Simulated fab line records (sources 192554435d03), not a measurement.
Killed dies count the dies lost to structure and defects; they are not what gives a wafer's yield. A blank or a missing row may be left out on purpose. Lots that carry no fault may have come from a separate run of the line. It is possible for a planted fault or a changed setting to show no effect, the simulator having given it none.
fab line records	flow n5-finfet
[record] lots = 6	wafers = 17	last-day = 17
route steps=1938 shown ZERO_LAYER@9 WELL_APT@20 BEOL_M4@1111 PASSIVATION@1936
lots with no fault: from the same line, run without faults
start-h: the number of hours between the record's first day and the start of the first shown wafer of the lot	wait-h: time in hours since the lot's previous step	" repeats the value in the row above	L1.1+2: a single row standing in for several wafers	- no value, or no start given	* or withheld: withheld	< > ~ a bound
route shown NAME@n: names a module that has steps shown in the file, with the first one's number in the route	usual: average and standard deviation across the fault-free wafers	same: alike in all rows	chamber/n: place in a boat	sites: the reading at each site	_std_site: standard deviation of those values	_edge_site: inner sites' mean taken away from outer sites' mean	radius-mm: for every site, how far away it sits from the centre of the wafer	mask NAME#n: copy n	behind: the most recent tool/chamber to have shaped the wafer	hold: reason for holding the lot/hours on hold/outcome of the hold	device: transistor that didn't switch, given as n, p or np	end of line: at the end of the route, the tests of the same wafers	where a step has no rows: the recipe by itself	killed: the dies lost at the first sort to structure and to defects; this is not the yield of the wafer	map: shows each die of a wafer: x if killed, . if not, _ if none is there
set.NAME: the setting that was run; set.NAME@STEP: the one run at that earlier step	model.NAME: the simulator's own value behind a step, which no gauge read
certain route steps with their lots: each step a table, each wafer a row
services: the hour from which a tool's chamber was out of use, counted from the record's first day as start-h (under 0 if before that day), plus the number of hours and why
[[steps]]
[step N5_ZERO_LAYER_EXPOSE_08]
[recipe] mask-id = ZERO	na = 0.55	source-shape = conventional	sigma-outer = 0.8	polarization = unpolarized	defocus-nm = 0	target-cd-nm = 2000	dose-mj = 16.2
[step N5_ZERO_LAYER_PEB_09]
[recipe] peb-temp-c = withheld	peb-time-s = *
[step N5_ZERO_LAYER_DEVELOP_10]
[recipe] develop-time-s = 60	rinse-liquid = diw	dry = air-spin	dev-temp-c = 21
[step N5_ZERO_LAYER_HARDBAKE_23]
[recipe] temp-c = 130	time-s = 120
[step N5_ZERO_LAYER_CD_MEAS_11]
[recipe] target-cd-nm = 2000	landing-energy-ev = 500	detector = se-inlens
[usual] cd-nm = 2001/3
lot.wafer	tool	chamber	start-h	wait-h	cd-nm
L261.3	cd-sem-01	0	66.77	-	2004
L261.6	"	0	"	"	1998
L265.1	cd-sem-01	0	90.64	-	2004
L265.3	"	0	"	"	2001
L265.6	"	0	"	"	2004
L267.1	cd-sem-02	0	102.64	-	1999
L267.2	"	0	"	"	1997
L267.3	"	0	"	"	2005
L268.1	cd-sem-01	0	108.77	-	2005
L268.4	"	0	"	"	2002
L268.5	"	0	"	"	2003
L269.2	cd-sem-02	0	114.64	-	2000
L269.4	"	0	"	"	1996
L269.5	"	0	"	"	1998
L275.1	cd-sem-01	0	150.64	-	2004
L275.4	"	0	"	"	2005
L275.6	"	0	"	"	2000
[step N5_ZERO_LAYER_DESCUM_16]
[recipe] chemistry = O2	time-s = 7.9	source-power-w = 50	bias-power-w = 20	pressure-mtorr = 20	rf-frequency-hz = 2.712e+07	temp-c = 40	o2-flow-sccm = 225
[usual] drypump-motor-current-A = 5.6/0.44	oes-product-au = 0.77/0.076	rf-fwd-power-W = 49.39/0.26	rf-vpp-V = 243.6/1.2	showerhead-plenum-p-Torr = 2.11/0.055	throttle-valve-pct = 20.40/0.27
lot.wafer	tool	chamber	start-h	wait-h	drypump-motor-current-A	oes-product-au	rf-fwd-power-W	rf-hours-counter-h	rf-vpp-V	showerhead-plenum-p-Torr	throttle-valve-pct
L261.3	rie-diel-04	3	67.57	0.8	5.2	0.71	49.47	169	243.1	2.18	20.55
L261.6	"	2	"	"	5.6	0.86	49.83	-	243.9	2.20	20.11
L265.1	rie-diel-04	3	90.68	0.0	5.2	0.71	49.31	178	243.7	2.17	20.55
L265.3	"	0	"	"	6.0	0.72	49.48	193	244.3	2.16	20.58
L265.6	"	0	"	"	6.0	0.73	49.38	-	244.4	2.16	20.60
L267.1	rie-diel-02	1	102.68	0.0	6.5	0.72	49.69	179	243.6	2.08	20.37
L267.2	"	2	"	"	5.4	0.75	49.24	145	245.1	2.17	20.11
L267.3	"	0	"	"	5.6	0.83	49.47	83	241.4	2.03	20.35
L268.1	rie-diel-02	3	108.81	0.0	5.1	0.71	49.13	215	241.1	2.05	20.48
L268.4	"	1	"	"	6.5	0.72	49.37	180	241.1	2.08	20.38
L268.5	"	1	"	"	6.5	0.72	49.25	-	241.3	2.08	20.39
L269.2	rie-diel-03	2	114.70	0.1	5.6	0.88	49.18	53	243.4	2.10	20.00
L269.4	"	0	"	"	5.6	0.64	49.38	244	243.7	2.05	20.41
L269.5	"	3	"	"	6.0	0.81	49.66	-	244.0	2.10	20.47
L275.1	rie-diel-04	0	150.68	0.0	6.0	0.71	49.19	208	243.9	2.16	20.61
L275.4	"	1	"	"	5.8	0.69	49.46	200	243.7	2.10	21.04
L275.6	"	3	"	"	5.2	0.69	49.20	-	243.3	2.17	20.58
[step N5_ZERO_LAYER_ETCH_17]
[recipe] chemistry = CF4	target = SiO2	target-depth-a = 120	time-s = 13.3	ion-energy-ev = 350	pressure-mtorr = 40	source-w = 450	bias-w = 215	Ar_flow_sccm = 100	cf4-flow-sccm = 100
[usual] drypump-motor-current-A = 5.6/0.44	oes-product-au = 0.77/0.073	rf-fwd-power-W = 446.4/1.7	rf-vpp-V = 950/3.6	showerhead-plenum-p-Torr = 2.17/0.06	throttle-valve-pct = 15.68/0.22
lot.wafer	tool	chamber	start-h	wait-h	drypump-motor-current-A	oes-product-au	rf-fwd-power-W	rf-hours-counter-h	rf-vpp-V	showerhead-plenum-p-Torr	throttle-valve-pct
L261.3	rie-diel-04	3	67.60	0.0	5.2	0.73	450.2	169	954	2.24	15.78
L261.6	"	2	"	"	5.6	0.89	446.5	-	956	2.28	15.50
L265.1	rie-diel-04	3	90.71	0.0	5.2	0.72	446.2	178	953	2.24	15.82
L265.3	"	0	"	"	6.1	0.70	445.2	193	955	2.23	15.91
L265.6	"	0	"	"	6.0	0.71	446.0	-	953	2.23	15.93
L267.1	rie-diel-02	1	102.71	0.0	6.5	0.74	447.3	179	949	2.13	15.66
L267.2	"	2	"	"	5.4	0.75	445.6	145	954	2.23	15.45
L267.3	"	0	"	"	5.5	0.82	448.1	83	945	2.07	15.40
L268.1	rie-diel-02	3	108.84	0.0	5.1	0.71	445.1	215	949	2.13	15.94
L268.4	"	1	"	"	6.5	0.74	449.5	180	949	2.13	15.65
L268.5	"	1	"	"	6.5	0.75	449.4	-	948	2.13	15.64
L269.2	rie-diel-03	2	114.74	0.0	5.6	0.86	445.9	53	953	2.19	15.50
L269.4	"	0	"	"	5.5	0.66	447.6	244	947	2.09	15.64
L269.5	"	3	"	"	6.0	0.80	449.2	-	948	2.17	15.80
L275.1	rie-diel-04	0	150.71	0.0	6.0	0.69	445.8	208	952	2.22	15.97
L275.4	"	1	"	"	5.8	0.69	448.1	200	947	2.13	16.05
L275.6	"	3	"	"	5.2	0.71	444.8	-	953	2.23	15.82
[step N5_ZERO_LAYER_ETCH_18]
[recipe] chemistry = HBr/Cl2	target = Si	target-depth-a = 1200	time-s = 40	pressure-mtorr = 10	icp-w = 800	bias-w = 75	HBr_flow_sccm = 150	Cl2_flow_sccm = 80
[usual] HBr_flow_sccm = 149.9/0.45	drypump-motor-current-A = 5.5/0.5	oes-product-au = 0.997/0.015	rf-fwd-power-W = 796.2/2.6	throttle-valve-pct = 36.5/0.34
lot.wafer	tool	chamber	start-h	wait-h	HBr_flow_sccm	drypump-motor-current-A	oes-product-au	rf-fwd-power-W	rf-hours-counter-h	throttle-valve-pct
L261.3	rie-si-01	0	67.67	0.0	149.2	4.8	1.005	796.0	52	37.0
L261.6	"	3	"	"	150.1	6.4	0.981	798.8	-	35.9
L265.1	rie-si-01	0	90.79	0.1	149.7	4.7	0.998	799.5	52	37.0
L265.3	"	2	"	"	151.0	5.5	0.995	796.0	17	36.4
L265.6	"	1	"	"	149.4	4.9	1.001	794.3	-	36.4
L267.1	rie-si-06	3	102.79	0.0	150.5	5.7	1.002	794.2	140	36.8
L267.2	"	0	"	"	149.8	5.1	1.016	797.0	157	36.6
L267.3	"	1	"	"	150.2	5.9	0.988	793.4	2	36.8
L268.1	rie-si-04	2	108.91	0.0	149.1	5.8	0.987	796.9	3	36.4
L268.4	"	1	"	"	149.7	6.6	0.996	795.6	120	36.7
L268.5	"	0	"	"	149.1	5.5	0.998	797.4	-	36.4
L269.2	rie-si-06	2	114.81	0.0	149.9	5.4	0.970	794.4	83	36.0
L269.4	"	1	"	"	149.8	6.0	0.986	797.2	3	36.8
L269.5	"	0	"	"	149.9	5.1	1.011	797.8	-	36.6
L275.1	rie-si-01	2	150.79	0.0	149.5	5.5	0.997	799.1	18	36.4
L275.4	"	0	"	"	150.1	4.8	1.002	796.8	53	37.0
L275.6	"	2	"	"	149.8	5.5	0.992	796.1	-	36.4
[step N5_ZERO_LAYER_STRIP_24]
[recipe] chemistry = O2	power-w = 1000	temp-c = 250	overash-fraction = 0.3	pressure-mtorr = 1000	o2-flow-sccm = 6750
[usual] drypump-motor-current-A = 5.9/0.46	heater-power-w = 331/33	oes-product-au = 0.647/0.0043	strip-time-to-endpoint-s = 43.85/0.082
lot.wafer	tool	chamber	start-h	wait-h	drypump-motor-current-A	heater-power-w	oes-product-au	rf-hours-counter-h	strip-time-to-endpoint-s
L261.3	plasma-asher-01	0	67.80	0.1	5.2	309	0.651	-	43.86
L261.6	"	0	"	"	5.3	301	0.640	-	43.75
L265.1	plasma-asher-02	1	90.90	0.1	6.5	330	0.649	90	43.79
L265.3	"	0	"	"	5.8	307	0.651	-	43.89
L265.6	"	0	"	"	5.8	307	0.637	-	43.89
L267.1	plasma-asher-02	1	102.89	0.1	6.6	333	0.648	92	43.88
L267.2	"	0	"	"	5.9	299	0.649	92	43.93
L267.3	"	1	"	"	6.6	339	0.644	-	44.00
L268.1	plasma-asher-02	1	109.02	0.1	6.6	326	0.646	93	43.93
L268.4	"	1	"	"	6.6	342	0.649	-	44.03
L268.5	"	0	"	"	5.9	307	0.648	-	43.89
L269.2	plasma-asher-02	0	114.92	0.1	5.9	299	0.647	94	43.76
L269.4	"	1	"	"	6.6	334	0.645	-	43.72
L269.5	"	1	"	"	6.6	330	0.649	-	43.68
L275.1	plasma-asher-01	0	150.89	0.1	5.3	307	0.645	52	43.95
L275.4	"	1	"	"	5.7	398	0.644	-	43.86
L275.6	"	1	"	"	5.7	395	0.654	-	43.88
[step N5_ZERO_LAYER_STRIP_19]
[recipe] chemistry = SPM	time-s = 900	temp-c = 130	h2so4-h2o2-vol-ratio = 4	dry = ipa-marangoni
[step N5_ZERO_LAYER_INSPECT_20]
[recipe] inspect-instrument = darkfield	mode = post-clean
[usual] raw-defect-count = 39/17
lot.wafer	tool	chamber	start-h	wait-h	raw-defect-count
L261.3	defect-inspect-01	-	68.14	0.0	24
L261.6	"	-	"	"	49
L265.1	defect-inspect-01	-	91.29	0.0	26
L265.3	"	-	"	"	32
L265.6	"	-	"	"	17
L267.1	defect-inspect-02	-	103.25	0.0	11
L267.2	"	-	"	"	30
L267.3	"	-	"	"	17
L268.1	defect-inspect-02	-	109.38	0.0	66
L268.4	"	-	"	"	48
L268.5	"	-	"	"	32
L269.2	defect-inspect-02	-	115.28	0.0	22
L269.4	"	-	"	"	43
L269.5	"	-	"	"	33
L275.1	defect-inspect-02	-	151.25	0.0	39
L275.4	"	-	"	"	42
L275.6	"	-	"	"	43
[step N5_WELL_APT_HMDS_01]
[recipe] time-s = 60	temp-c = 120
[step N5_WELL_APT_COAT_02]
[recipe] spin-rpm = 1357	resist-thk-nm = 950
[usual] spin-speed-rpm = 1357.2/0.93
lot.wafer	tool	chamber	start-h	wait-h	spin-speed-rpm	model.coat_of_WELL_APT_COAT_02.thk-nm
L261.3	litho-track-03	0	68.18	-	1357.2	954.4
L261.6	"	0	"	"	1358.2	952.4
L265.1	litho-track-05	0	91.32	-	1356.6	953.5
L265.3	"	0	"	"	1358.4	949
L265.6	"	0	"	"	1356.6	950.3
L267.1	litho-track-03	0	103.29	-	1357.5	954.3
L267.2	"	0	"	"	1356.4	954.3
L267.3	"	0	"	"	1357.4	955.3
L268.1	litho-track-05	0	109.41	-	1322.9	965.7
L268.4	"	0	"	"	1322.7	960.7
L268.5	"	0	"	"	1322.6	963.3
L269.2	litho-track-05	0	115.31	-	1322.8	960.7
L269.4	"	0	"	"	1323.2	961.8
L269.5	"	0	"	"	1324.1	964.2
L275.1	litho-track-03	0	151.29	-	1357.1	951
L275.4	"	0	"	"	1358.2	955.9
L275.6	"	0	"	"	1358.4	953.1
[step N5_WELL_APT_EBR_04]
[recipe] solvent = PGMEA	ebr-width-mm = 1.5
[step N5_WELL_APT_SOFTBAKE_03]
[recipe] temp-c = 130	time-s = 60
[step N5_WELL_APT_EXPOSE_05]
[recipe] mask-id = NWELL	na = 0.8	source-shape = conventional	sigma-outer = 0.8	polarization = unpolarized	defocus-nm = 0	target-cd-nm = 200	dose-mj = 20.3
[step N5_WELL_APT_PEB_06]
[recipe] peb-temp-c = 130	peb-time-s = 90
[step N5_WELL_APT_DEVELOP_07]
[recipe] develop-time-s = 45	rinse-liquid = surfactant-rinse	dry = air-spin	dev-temp-c = 21
[step N5_WELL_APT_HARDBAKE_12]
[recipe] temp-c = 130	time-s = 120
[step N5_WELL_APT_CD_MEAS_08]
[recipe] target-cd-nm = 200	landing-energy-ev = 500	detector = se-inlens
[usual] cd-nm = 199.3/1.9
lot.wafer	tool	chamber	start-h	wait-h	cd-nm
L261.3	cd-sem-03	0	68.45	-	198.3
L261.6	"	0	"	"	200.1
L265.1	cd-sem-01	0	91.59	-	195.8
L265.3	"	0	"	"	197.3
L265.6	"	0	"	"	198.7
L267.1	cd-sem-03	0	103.56	-	198.8
L267.2	"	0	"	"	202.0
L267.3	"	0	"	"	200.1
L268.1	cd-sem-01	0	109.68	-	196.6
L268.4	"	0	"	"	198.8
L268.5	"	0	"	"	197.7
L269.2	cd-sem-02	0	115.71	-	196.8
L269.4	"	0	"	"	200.6
L269.5	"	0	"	"	198.6
L275.1	cd-sem-02	0	151.56	-	199.4
L275.4	"	0	"	"	195.6
L275.6	"	0	"	"	197.3
[step N5_WELL_APT_OVL_MEAS_09]
[recipe] points-per-wafer = 44
[usual] NWELL_OVL = 1/5.5
lot.wafer	tool	chamber	start-h	wait-h	NWELL_OVL[nm]
L261.3	overlay-01	0	68.48	0.0	5
L261.6	"	0	"	"	8
L265.1	overlay-01	0	91.64	0.0	-1
L265.3	"	0	"	"	2
L265.6	"	0	"	"	-5
L267.1	overlay-01	0	103.59	0.0	6
L267.2	"	0	"	"	-4
L267.3	"	0	"	"	1
L268.1	overlay-01	0	109.72	0.0	0
L268.4	"	0	"	"	2
L268.5	"	0	"	"	-1
L269.2	overlay-02	0	115.74	0.0	2
L269.4	"	0	"	"	2
L269.5	"	0	"	"	2
L275.1	overlay-02	0	151.59	0.0	-1
L275.4	"	0	"	"	0
L275.6	"	0	"	"	-3
[step N5_WELL_APT_INSPECT_10]
[recipe] mode = adi	inspect-instrument = macro
[usual] raw-defect-count = 2.1/1.5
lot.wafer	tool	chamber	start-h	wait-h	raw-defect-count
L261.3	defect-inspect-01	-	68.50	0.0	2
L261.6	"	-	"	"	0
L265.1	defect-inspect-01	-	91.66	0.0	3
L265.3	"	-	"	"	1
L265.6	"	-	"	"	3
L267.1	defect-inspect-01	-	103.61	0.0	4
L267.2	"	-	"	"	3
L267.3	"	-	"	"	0
L268.1	defect-inspect-02	-	109.75	0.0	3
L268.4	"	-	"	"	2
L268.5	"	-	"	"	2
L269.2	defect-inspect-02	-	115.76	0.0	2
L269.4	"	-	"	"	2
L269.5	"	-	"	"	1
L275.1	defect-inspect-02	-	151.62	0.0	2
L275.4	"	-	"	"	1
L275.6	"	-	"	"	5
[step N5_WELL_APT_DESCUM_13]
[recipe] chemistry = O2	time-s = 7.9	source-power-w = 50	bias-power-w = 20	pressure-mtorr = 20	rf-frequency-hz = 2.712e+07	temp-c = 40	o2-flow-sccm = 225
[usual] drypump-motor-current-A = 5.6/0.41	oes-product-au = 0.79/0.079	rf-fwd-power-W = 49.72/0.18	rf-vpp-V = 243.4/1.4	showerhead-plenum-p-Torr = 2.11/0.065	throttle-valve-pct = 20.38/0.27
lot.wafer	tool	chamber	start-h	wait-h	drypump-motor-current-A	oes-product-au	rf-fwd-power-W	rf-hours-counter-h	rf-vpp-V	showerhead-plenum-p-Torr	throttle-valve-pct	model.coat_of_WELL_APT_COAT_02.thk-nm
L261.3	rie-diel-06	1	68.53	0.0	5.6	0.73	49.69	235	242.5	2.08	20.61	936.3
L261.6	"	3	"	"	5.5	0.76	49.31	-	244.7	2.20	20.35	934.3
L265.1	rie-diel-05	3	91.69	0.0	5.2	0.92	49.69	18	242.9	2.03	20.03	935.4
L265.3	"	1	"	"	5.3	0.89	49.79	53	243.4	2.19	19.91	930.9
L265.6	"	3	"	"	5.2	0.91	49.70	-	243.2	2.03	20.02	932.3
L267.1	rie-diel-05	2	103.66	0.1	5.1	0.74	49.57	156	243.0	2.16	20.24	936.3
L267.2	"	0	"	"	5.4	0.70	49.97	200	243.7	2.07	20.51	936.1
L267.3	"	3	"	"	5.2	0.90	49.84	23	243.3	2.03	20.05	937.3
L268.1	rie-diel-01	0	110.09	0.3	5.2	0.73	49.40	194	245.8	2.17	20.62	947.5
L268.4	"	2	"	"	5.3	0.89	49.79	55	244.8	2.11	19.95	942.6
L268.5	"	3	"	"	6.6	0.70	49.85	-	245.1	2.17	20.10	945.2
L269.2	rie-diel-05	0	115.86	0.1	5.4	0.71	49.74	205	241.8	2.07	20.51	942.5
L269.4	"	1	"	"	5.3	0.87	49.86	63	244.6	2.19	19.93	943.6
L269.5	"	0	"	"	5.4	0.71	49.89	-	243.7	2.07	20.53	946
L275.1	rie-diel-01	2	151.66	0.0	5.3	0.86	50.05	71	244.4	2.11	19.98	932.9
L275.4	"	1	"	"	6.0	0.72	49.79	193	241.9	2.03	20.82	937.7
L275.6	"	2	"	"	5.3	0.86	49.99	-	244.9	2.11	19.97	935
[step N5_WELL_APT_IMPLANT_14]
[recipe] species = P	energy-kev = 160	dose-cm2 = 1.5e+13	tilt-deg = 0	rotation-deg = 0
[step N5_BEOL_M4_RC_MEAS_101]
[usual] DIBL_N = 36.7/2.6	DIBL_P = 36.9/2.8	IOFF_N = 0.17/0.043	IOFF_P = 0.22/0.05	ION_N = 678/15	ION_P = 465/9.2	SS_N = 71.6/0.79	SS_P = 73.5/0.82	VT_N = 250/3.9	VT_P = -250/3.7
lot.wafer	tool	chamber	start-h	wait-h	DIBL_N[mV/V]	DIBL_P[mV/V]	IOFF_N[nA/um]	IOFF_P[nA/um]	ION_N[uA/um]	ION_P[uA/um]	SS_N[mV/dec]	SS_P[mV/dec]	VT_N[mV]	VT_P[mV]
L261.3	prober-01	0	243.88	0.3	39.3	39.8	0.19	0.23	693	468	72.0	74.3	251	-255
L261.6	"	0	"	"	37.3	36.5	0.14	0.18	662	450	72.0	73.8	254	-254
L265.1	prober-02	0	263.05	0.0	35.8	37.1	0.15	0.19	675	458	71.1	73.5	248	-253
L265.3	"	0	"	"	34.4	35.6	0.13	0.16	673	460	70.9	72.9	250	-254
L265.6	"	0	"	"	36.6	37.2	0.16	0.18	680	461	71.4	73.6	251	-253
L267.1	prober-01	0	263.49	0.0	37.0	36.9	0.16	0.21	678	465	70.9	73.8	252	-248
L267.2	"	0	"	"	34.2	33.8	0.12	0.18	661	462	70.7	73.3	253	-252
L267.3	"	0	"	"	33.7	32.4	0.12	0.16	681	466	69.8	72.5	252	-251
L268.1	prober-02	0	269.62	0.0	36.2	36.6	0.16	0.23	689	477	71.5	74.0	249	-249
L268.4	"	0	"	"	37.0	37.1	0.16	0.23	669	462	72.0	73.8	251	-250
L268.5	"	0	"	"	36.6	37.5	0.16	0.24	663	459	71.4	73.4	250	-248
L269.2	prober-01	0	272.87	0.2	38.8	36.7	0.17	0.20	674	453	72.2	73.7	249	-250
L269.4	"	0	"	"	38.7	37.6	0.19	0.22	670	459	72.5	73.7	248	-249
L269.5	"	0	"	"	39.7	39.8	0.23	0.26	712	475	72.1	73.3	243	-249
L275.1	prober-02	0	309.58	0.0	40.2	41.8	0.21	0.26	690	467	72.0	73.5	248	-249
L275.4	"	0	"	"	38.7	40.5	0.17	0.25	680	474	72.8	73.3	253	-251
L275.6	"	0	"	"	37.8	39.3	0.15	0.24	662	467	71.0	74.0	254	-251
[step N5_PASSIVATION_PROBE_49]
[usual] defect-limited-yield = 91.0/1.4	killed_at_M0_to_M3 = 36/9.6	killed_at_M4_up = 14/6.1	killed-at-contacts = 13/6.6	killed-at-front-end = 40/11	killed-at-other = 3.2/2.9	killed-dies = 106/17	killed-open = 71/12	killed-short = 33/7.3	sort_bin_4_leakage = 0.02/0.11	sort_bin_5_function = 5.3/1	sort_bin_6_memory = 3.4/0.68	sort-n-pass = 1073/19	sort-yield-pct = 91.0/1.6
[same] gross-dies = 1180	killed-at-back-side = 0	sort_bin_8_speed[%] = 0
lot.wafer	tool	chamber	start-h	wait-h	defect-limited-yield[%]	killed_at_M0_to_M3	killed_at_M4_up	killed-at-contacts	killed-at-front-end	killed-at-other	killed-dies	killed-open	killed-short	sort_bin_4_leakage[%]	sort_bin_5_function[%]	sort_bin_6_memory[%]	sort-n-pass	sort-yield-pct[%]
L261.3	prober-02	-	346.94	0.1	90.3	34	5	22	49	4	114	75	39	0	5.3	4.1	1066	90.3
L261.6	prober-02	-	347.09	0.3	90.5	42	12	6	40	12	112	76	36	0	5.3	4.0	1068	90.5
L265.1	prober-02	-	365.94	0.0	92.5	26	14	19	26	4	89	64	24	0	4.2	3.0	1091	92.5
L265.3	prober-02	-	366.04	0.1	92.5	25	11	23	27	2	88	62	26	0	4.7	2.6	1092	92.5
L265.6	prober-02	-	366.19	0.3	90.7	39	23	8	34	6	110	76	33	0	6.0	3.1	1070	90.7
L268.1	prober-01	-	372.59	0.0	90.0	39	21	14	41	3	118	81	34	0	6.4	3.1	1062	90.0
L268.4	prober-01	-	372.74	0.2	91.7	29	23	14	30	2	98	68	27	0	5.1	2.7	1082	91.7
L268.5	prober-01	-	372.79	0.2	88.5	37	23	26	48	2	136	88	47	0	5.8	5.5	1044	88.5
// killed by level:class
L261.3 MOL_CONTACT_COAG:geometric-particle:open=16 STI_FIN_REVEAL:geometric-particle:open=14 BEOL_M3:geometric-particle:open=9 BEOL_M0_SAQP:geometric-particle:short=7 BEOL_M2:geometric-particle:open=7 FIN_SAQP:geometric-particle:open=6 MOL_CONTACT_COAG:geometric-particle:short=6 BEOL_M0_SAQP:geometric-particle:open=6
L261.6 FIN_SAQP:geometric-particle:open=13 BEOL_M0_SAQP:geometric-particle:open=10 BEOL_M3:geometric-particle:open=8 BEOL_M2:geometric-particle:open=8 DUMMY_GATE:geometric-particle:open=6 BEOL_M0_SAQP:geometric-particle:short=6 FIN_SAQP:geometric-particle:short=5 BEOL_M3:geometric-particle:short=5
L265.1 MOL_CONTACT_COAG:geometric-particle:open=14 BEOL_M4:geometric-particle:open=10 BEOL_M0_SAQP:geometric-particle:short=8 BEOL_M2:geometric-particle:open=7 STI_FIN_REVEAL:geometric-particle:open=5 DUMMY_GATE:geometric-particle:open=5 MOL_CONTACT_COAG:geometric-particle:short=5 BEOL_M1:geometric-particle:open=5
L265.3 MOL_CONTACT_COAG:geometric-particle:open=21 STI_FIN_REVEAL:geometric-particle:open=8 BEOL_M0_SAQP:geometric-particle:short=7 BEOL_M0_SAQP:geometric-particle:open=6 FIN_SAQP:geometric-particle:short=4 STARTING-WAFER:geometric-particle:short=4 BEOL_M5:geometric-particle:open=4 ILD0:geometric-particle:open=3
L265.6 BEOL_M0_SAQP:geometric-particle:open=11 FIN_SAQP:geometric-particle:open=9 BEOL_M4:geometric-particle:open=9 BEOL_M3:geometric-particle:open=8 BEOL_M2:geometric-particle:open=7 STI_FIN_REVEAL:geometric-particle:open=6 GATE_CUT:geometric-particle:short=5 BEOL_M1:geometric-particle:open=5
L268.1 STI_FIN_REVEAL:geometric-particle:open=15 BEOL_M0_SAQP:geometric-particle:open=13 MOL_CONTACT_COAG:geometric-particle:open=11 BEOL_M4:geometric-particle:open=9 FIN_SAQP:geometric-particle:short=5 STI_FIN_REVEAL:geometric-particle:short=5 BEOL_M0_SAQP:geometric-particle:short=5 BEOL_M1:geometric-particle:open=5
L268.4 MOL_CONTACT_COAG:geometric-particle:open=10 BEOL_M4:geometric-particle:open=10 STI_FIN_REVEAL:geometric-particle:open=8 BEOL_M0_SAQP:geometric-particle:short=6 FIN_SAQP:geometric-particle:open=5 DUMMY_GATE:geometric-particle:open=5 BEOL_M0_SAQP:geometric-particle:open=5 BEOL_M0:geometric-particle:open=5
L268.5 MOL_CONTACT_COAG:geometric-particle:open=18 BEOL_M4:geometric-particle:open=13 BEOL_M0_SAQP:geometric-particle:short=13 STI_FIN_REVEAL:geometric-particle:open=10 FIN_SAQP:geometric-particle:open=8 MOL_CONTACT_COAG:geometric-particle:short=8 BEOL_M0_SAQP:geometric-particle:open=7 FIN_SAQP:geometric-particle:short=6
[[services]]
tool	chamber	start-h	hours	kind
rie-diel-03	-	51.01	28.1	pm
rie-diel-02	3	51.13	3.8	repair
litho-track-03	-	51.51	-	consumable-replace:filter
rie-diel-05	3	58.57	3.7	repair
rie-diel-01	1	59.16	9.5	repair
rie-si-01	2	65.46	2.9	repair
rie-diel-06	0	66.90	6.4	repair
rie-si-01	3	69.23	6.3	repair
rie-diel-02	0	72.37	6.3	repair
rie-diel-05	1	74.67	4.5	repair
rie-diel-04	3	100.75	14.7	repair
rie-diel-03	2	103.34	6.7	repair
rie-diel-06	-	104.20	14.6	pm
rie-diel-01	0	116.87	1.2	repair
rie-diel-04	0	119.99	13.8	repair
rie-si-01	2	120.02	3.5	repair
rie-diel-02	-	124.83	14.6	pm
rie-diel-03	1	126.17	-	clean
rie-diel-03	1	126.17	-	consumable-replace:focus-ring
rie-diel-03	1	126.17	11.5	scheduled-down
rie-diel-03	1	126.17	11.5	vent-cycle
rie-si-01	-	129.49	14.6	pm
rie-si-04	3	131.65	3.1	repair
rie-diel-03	0	137.79	-	clean
[[key]]
[first-sign] step = N5_WELL_APT_COAT_02	reading = spin-speed-rpm	direction = down	sigmas = 37	usual = *	struck = *
effect none on later readings
[model-effect] step = N5_WELL_APT_COAT_02	value = coat_of_WELL_APT_COAT_02.thk-nm	without = 950.4	struck = 962.7
[model-effect] step = N5_WELL_APT_DESCUM_13	value = coat_of_WELL_APT_COAT_02.thk-nm	without = 932.2	struck = 944.6
met-at N5_WELL_APT_COAT_02
struck-wafers L268.1,L268.4,L268.5,L269.2,L269.4,L269.5
onset-between 91.32 109.41
[fault] kind = process-parameter-drift	tool = litho-track-05	chamber = -	onset-h = 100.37	steps = N5_WELL_APT_COAT_02	channel = spin-rpm	offset = *	shape = step	end-h = 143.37	acts-in = *	stated = *
